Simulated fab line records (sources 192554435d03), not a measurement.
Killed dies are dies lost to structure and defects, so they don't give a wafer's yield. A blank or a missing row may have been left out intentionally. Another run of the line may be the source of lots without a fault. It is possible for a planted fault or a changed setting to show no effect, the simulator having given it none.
What tool caused it? + flow n5-finfet + 9 lots, 27 wafers sampled, at 2 steps of a route of 1938

== WHAT THE GAUGES SHOWED, per wafer ==
N5_BEOL_M12_CD_MEAS_28: target cd 160.2 nm.
| lot  | measured     | on        | cd-nm (nm)        |
|------|--------------|-----------|-------------------|
| L642 | day 11 03:20 | cd-sem-01 | 159.2 161.5 157.8 |
| L647 | day 12 03:06 | cd-sem-03 | 159.0 160.3 158.6 |
| L651 | day 13 06:41 | cd-sem-02 | 162.4 162.8 158.9 |
| L654 | day 14 15:46 | cd-sem-01 | 162.2 160.6 159.6 |
| L657 | day 14 23:59 | cd-sem-03 | 160.1 158.8 161.8 |
| L659 | day 15 14:13 | cd-sem-03 | 161.0 158.7 160.2 |
| L660 | day 15 16:01 | cd-sem-02 | 163.5 160.8 161.0 |
| L658 | day 15 17:37 | cd-sem-02 | 160.9 159.5 161.0 |
| L662 | day 16 04:27 | cd-sem-02 | 159.5 158.5 156.6 |

== TOOL THAT RAN EACH LOT (tool first, then ch and the chambers of the sampled wafers, then the start) ==
| lot  | N5_BEOL_M12_DESCUM_15              |
|------|------------------------------------|
| L642 | rie-diel-05 ch 1,3, day 11 02:23   |
| L647 | rie-diel-06 ch 0,2, day 12 02:09   |
| L651 | rie-diel-06 ch 1,3, day 13 05:44   |
| L654 | rie-diel-05 ch 0,1, day 14 14:49   |
| L657 | rie-diel-06 ch 1,2, day 14 23:03   |
| L659 | rie-diel-02 ch 2,3, day 15 13:17   |
| L660 | rie-diel-02 ch 0,2,3, day 15 15:04 |
| L658 | rie-diel-02 ch 2,3, day 15 16:40   |
| L662 | rie-diel-06 ch 0,1,2, day 16 03:30 |
- N5_BEOL_M12_DESCUM_15: chemistry O2, time 7.9 s.

== THE ANSWER, worked out from the rows above alone ==
Rule: what is usual is taken from the lots themselves. The widest of any qualifying gaps counts: lots, ordered by their means at a reading, are off when they make up no more than a third of the lots, leave a main group of 4 or more, and stand apart from it by 3 or more times the standard deviation of that group's means. A main group whose means are all the same, to the digits that the tables above print for the reading, isn't used. Also off: a lot with no number at a reading for which 4 or more lots have one. Where the step has rows for the other lots, those lots are counted as sound.
Nothing can be told from this: no lot is off at any reading shown.

== WHAT THE SIMULATOR HAD PUT IN ==
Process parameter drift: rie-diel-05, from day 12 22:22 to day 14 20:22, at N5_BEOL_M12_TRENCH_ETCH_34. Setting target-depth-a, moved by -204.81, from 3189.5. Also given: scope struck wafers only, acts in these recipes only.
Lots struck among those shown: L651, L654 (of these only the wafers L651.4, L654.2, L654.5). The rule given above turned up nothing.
